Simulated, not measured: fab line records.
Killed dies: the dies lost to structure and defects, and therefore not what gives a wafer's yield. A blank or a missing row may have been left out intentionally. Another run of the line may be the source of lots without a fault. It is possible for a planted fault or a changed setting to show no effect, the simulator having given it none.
Chamber matching | flow nand_harc | rie_diel-12 running NHARC_P_M0_DESCUM_14: 4 sister chambers
The step chemistry O2, time 3 s. 4 wafers are shown with their chamber, then 10 later ones without.

== WAFERS, EACH WITH ITS CHAMBER ==
wafer  | chamber | showerhead_plenum_p_Torr (Torr)
L988.3 | 1       | 1.85
L999.6 | 0       | 1.78
L100.1 | 2       | 1.92
L100.3 | 3       | 1.90

== WAFERS MISSING THEIR CHAMBER ==
wafer  | showerhead_plenum_p_Torr (Torr)
L100.4 | 1.78
L101.1 | 1.78
L101.4 | 1.85
L101.5 | 1.90
L102.2 | 1.85
L102.3 | 1.78
L102.5 | 1.78
L103.2 | 1.89
L103.4 | 1.78
L103.5 | 1.85

== CHAMBER TAKEN BY EACH ==
wafer  | from the rows above | in truth
L100.4 | 0                   | 0
L101.1 | 0                   | 0
L101.4 | 1                   | 1
L101.5 | 3                   | 3
L102.2 | 1                   | 1
L102.3 | 0                   | 0
L102.5 | 0                   | 0
L103.2 | 3                   | 3
L103.4 | 0                   | 0
L103.5 | 1                   | 1
Correct placement for 10 of the 10. Number that these rows cannot place: 0. Wrongly placed: 0.
How it was worked out, from the rows above alone: a wafer's distance from a chamber is the root of the sum, over the readings, of the square of ((its reading less the chamber's mean) divided by the reading's scatter). The wafer belongs to the nearest chamber; if the next one is less than 2 further off, it can't be placed. The mean given for a chamber averages the wafers shown for that chamber. The scatter: root of mean squared gap, hidden wafer to nearest shown wafer, with one shown wafer a chamber.
